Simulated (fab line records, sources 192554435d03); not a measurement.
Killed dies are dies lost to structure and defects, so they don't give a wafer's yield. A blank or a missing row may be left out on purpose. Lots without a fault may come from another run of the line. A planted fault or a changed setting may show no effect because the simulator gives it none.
Chamber matching | flow n5_finfet | N5_BEOL_M5_ALD_86 on ald_metal-02: 4 sister chambers
The step deposits TaN, pulse time 2 s, purge time 3 s, co reactant purge time 2 s. 4 wafers are shown with their chamber, then 7 later ones without.

WAFERS WITH THEIR CHAMBER
wafer  | chamber | heater_power_w (W)
L088.1 | 3       | 417
L088.5 | 1       | 400
L093.1 | 2       | 439
L093.3 | 0       | 461

WAFERS WITHOUT THEIR CHAMBER
wafer  | heater_power_w (W)
L093.4 | 417
L094.2 | 446
L094.3 | 415
L094.5 | 444
L095.4 | 451
L095.5 | 438
L095.6 | 404

WHICH CHAMBER EACH WENT THROUGH
wafer  | from the rows above     | in truth
L093.4 | 3                       | 3
L094.2 | can't be placed: 2 or 0 | 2
L094.3 | 3                       | 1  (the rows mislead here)
L094.5 | 2                       | 2
L095.4 | can't be placed: 0 or 2 | 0
L095.5 | 2                       | 2
L095.6 | can't be placed: 1 or 3 | 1
Placed correctly: 3 of 7. Can't be placed from these rows: 3 (the true chamber is among the candidates in 3). Placed wrongly: 1.
How it was worked out, from the rows above alone: a wafer's distance from a chamber is the root of the sum, over the readings, of the square of ((its reading less the chamber's mean) divided by the reading's scatter). The wafer belongs to the nearest chamber; if the next one is less than 2 further off, it can't be placed. A chamber's mean is the mean of its shown wafers. The scatter: with one shown wafer a chamber, the root of the mean of the squares of how far each hidden wafer lies from its nearest shown one.
